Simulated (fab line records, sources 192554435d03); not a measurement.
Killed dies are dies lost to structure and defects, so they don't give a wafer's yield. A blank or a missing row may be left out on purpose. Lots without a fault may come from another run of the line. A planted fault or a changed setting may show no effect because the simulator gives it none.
Chamber matching | flow n5_finfet | N5_BEOL_M4_ETCHBACK_99 on rie_diel-03: 4 sister chambers
The step etches SiO2 in CHF3, target depth 5 nm, time 10.4 s. 8 wafers are shown with their chamber, then 10 later ones without.

WAFERS WITH THEIR CHAMBER
wafer  | chamber | drypump_motor_current_A (A) | showerhead_plenum_p_Torr (Torr)
L077.1 | 2       | 5.3                         | 2.05
L077.4 | 1       | 6.5                         | 2.27
L081.2 | 2       | 5.3                         | 2.05
L081.3 | 1       | 6.5                         | 2.27
L081.5 | 3       | 4.9                         | 2.22
L081.6 | 0       | 5.5                         | 2.10
L086.1 | 0       | 5.5                         | 2.10
L086.4 | 3       | 4.8                         | 2.21

WAFERS WITHOUT THEIR CHAMBER
wafer  | drypump_motor_current_A (A) | showerhead_plenum_p_Torr (Torr)
L086.5 | 4.8                         | 2.21
L088.1 | 4.9                         | 2.21
L088.4 | 6.5                         | 2.26
L088.6 | 4.9                         | 2.21
L094.1 | 5.3                         | 2.04
L094.2 | 4.9                         | 2.21
L094.3 | 5.5                         | 2.09
L094.4 | 6.5                         | 2.26
L094.5 | 6.5                         | 2.26
L094.6 | 5.6                         | 2.09

WHICH CHAMBER EACH WENT THROUGH
wafer  | from the rows above | in truth
L086.5 | 3                   | 3
L088.1 | 3                   | 3
L088.4 | 1                   | 1
L088.6 | 3                   | 3
L094.1 | 2                   | 2
L094.2 | 3                   | 3
L094.3 | 0                   | 0
L094.4 | 1                   | 1
L094.5 | 1                   | 1
L094.6 | 0                   | 0
Placed correctly: 10 of 10. Can't be placed from these rows: 0. Placed wrongly: 0.
How it was worked out, from the rows above alone: a wafer's distance from a chamber is the root of the sum, over the readings, of the square of ((its reading less the chamber's mean) divided by the reading's scatter). The wafer belongs to the nearest chamber; if the next one is less than 2 further off, it can't be placed. A chamber's mean is the mean of its shown wafers. The scatter: the root of (the sum of the squares of (reading less its chamber's mean) over the shown wafers, divided by (wafers less chambers)).
